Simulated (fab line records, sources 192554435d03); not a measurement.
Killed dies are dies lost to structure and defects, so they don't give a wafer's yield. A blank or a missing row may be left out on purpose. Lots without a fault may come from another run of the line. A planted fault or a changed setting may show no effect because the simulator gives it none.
Split-lot experiment | flow n5_finfet | 7 lots, 21 wafers read, on a route of 1938 steps

THE SPLIT
At N5_BEOL_M1_EXPOSE_08 (exposes mask M1), the setting dose_mj was moved away from the recipe's 33 on 4 of the 21 wafers read, by -3.1% to +7.2%. The other wafers ran this setting at the recipe's value.

FROM THE SPLIT TO THE READING: what the file shows between them, 9 steps
- N5_BEOL_M1_PEB_09: peb time 60 s
- N5_BEOL_M1_DEVELOP_10: develop time 30 s
- N5_BEOL_M1_DESCUM_16: chemistry O2, time 7 s
- N5_BEOL_M1_ETCH_74: etches underlayer in N2/H2, target depth 6.5 nm, time 5.2 s
- N5_BEOL_M1_ETCH_63: etches SiARC in CF4, target depth 15.6 nm, time 26 s
- N5_BEOL_M1_ETCH_64: etches SOC in N2/H2, target depth 75 nm, overetch 15 nm, time 112.5 s (also split here: source_w)
- N5_BEOL_M1_STRIP_65: strips in N2/H2
- N5_BEOL_M1_STRIP_75: strips in N2/H2
- N5_BEOL_M1_STRIP_66: strips in CF4

THE READING
BEOL_M1.cd_offset_nm (the simulator's own value, which no gauge read), in nm, at N5_BEOL_M1_HM_OPEN_17 (chemistry Cl2/BCl3, target TiN, target depth 20 nm, overetch 6 nm). The file gives no usual value for it. The 17 wafers here that ran the recipe average -0.0 nm, standard deviation 0.23 nm.

wafer  | tool, chamber at the split | dose_mj as run | against the recipe | BEOL_M1.cd_offset_nm, nm | against lot-mates on the recipe
L075.1 | euv_scanner-02, 0          | 33             | recipe             | 0.2                      | -
L075.3 | euv_scanner-02, 0          | 33             | recipe             | -0.2                     | -
L075.5 | euv_scanner-02, 0          | 31.97          | -3.1%              | -0.6                     | -0.6
L078.3 | euv_scanner-02, 0          | 33             | recipe             | -0.2                     | -
L078.6 | euv_scanner-02, 0          | 33             | recipe             | -0.2                     | -
L078.4 | euv_scanner-02, 0          | 33             | recipe             | 0                        | -
L082.1 | euv_scanner-01, 0          | 33             | recipe             | 0                        | -
L082.3 | euv_scanner-01, 0          | 33.65          | +2.0%              | 0.4                      | +0.5
L082.5 | euv_scanner-01, 0          | 33             | recipe             | -0.2                     | -
L083.4 | euv_scanner-02, 0          | 33             | recipe             | -0.2                     | -
L083.5 | euv_scanner-02, 0          | 33             | recipe             | 0                        | -
L083.6 | euv_scanner-02, 0          | 33             | recipe             | 0                        | -
L084.1 | euv_scanner-01, 0          | 33             | recipe             | -0.2                     | -
L084.5 | euv_scanner-01, 0          | 33             | recipe             | -0.2                     | -
L084.4 | euv_scanner-01, 0          | 33             | recipe             | 0.4                      | -
L087.1 | euv_scanner-02, 0          | 33             | recipe             | 0.6                      | -
L087.2 | euv_scanner-02, 0          | 33             | recipe             | 0                        | -
L087.4 | euv_scanner-02, 0          | 33             | recipe             | 0.2                      | -
L093.1 | euv_scanner-02, 0          | 35.38          | +7.2%              | 1.4                      | +1.4
L093.4 | euv_scanner-02, 0          | 33             | recipe             | 0                        | -
L093.5 | euv_scanner-02, 0          | 35.38          | +7.2%              | 1.6                      | +1.6

THE FIT
A straight line over all 21 wafers: BEOL_M1.cd_offset_nm changes by +0.206 nm for each +1% of dose_mj; r = +0.92; the points scatter about the line by 0.22 nm.
The same after taking each lot's own level away (the mean of its wafers on the recipe; 21 wafers): +0.207 nm for each +1%; r = +0.94; scatter 0.18 nm.
On that fit, the largest move of dose_mj shifts the reading by 1.5 nm.
The lots' own levels span -0.13 to 0.27 nm, that is 1.8 times the standard deviation above.
So the lot-to-lot level changes the slope little: the two slopes agree.
Check: with one of the wafers moved furthest among these (+7.2%) left out of the fit, the line predicts +1.58 nm for it against its lot-mates. It came out at +1.4 nm against them.

OTHER SPLITS ON THESE WAFERS
These wafers also went through other splits before the reading. Each is held against what the fit with the lots' levels taken away leaves over:
other split on the same wafers            | wafers away from the commonest value | r with BEOL_M1.cd_offset_nm (lot level and that fit taken away)
N5_MOL_CONTACT_COAG_COAT_78 spin_rpm      | 6                                    | +0.05
N5_BEOL_M0_SAQP_COAT_08 spin_rpm          | 6                                    | -0.07
N5_BEOL_M0_SAQP_DEVELOP_13 develop_time_s | 7                                    | -0.14
N5_BEOL_M0_CUTY_EXPOSE_54 dose_mj         | 5                                    | -0.28
N5_BEOL_M0_CUTY_ETCH_63 time_s            | 9                                    | -0.19
N5_BEOL_M1_ETCH_64 source_w               | 8                                    | +0.40

THE WHOLE CHAIN: every reading that the file lists as answering this split, in the file's order
step                  | what it does                                                      | reading                                                               | change (the file's fit)               | r (the file's)
N5_BEOL_M1_ETCH_74    | etches underlayer in N2/H2, target depth 6.5 nm, time 5.2 s       | BEOL_M1.cd_offset_nm (the simulator's own value, which no gauge read) | +0.188 nm for each +1% of the setting | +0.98
N5_BEOL_M1_ETCH_63    | etches SiARC in CF4, target depth 15.6 nm, time 26 s              | BEOL_M1.cd_offset_nm (the simulator's own value, which no gauge read) | +0.183 nm for each +1% of the setting | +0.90
N5_BEOL_M1_HM_OPEN_17 | chemistry Cl2/BCl3, target TiN, target depth 20 nm, overetch 6 nm | BEOL_M1.cd_offset_nm (the simulator's own value, which no gauge read) | +0.208 nm for each +1% of the setting | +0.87

THE FILE'S OWN FIT
BEOL_M1.cd_offset_nm changes by +0.208 nm for each +1% of dose_mj, r = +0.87.
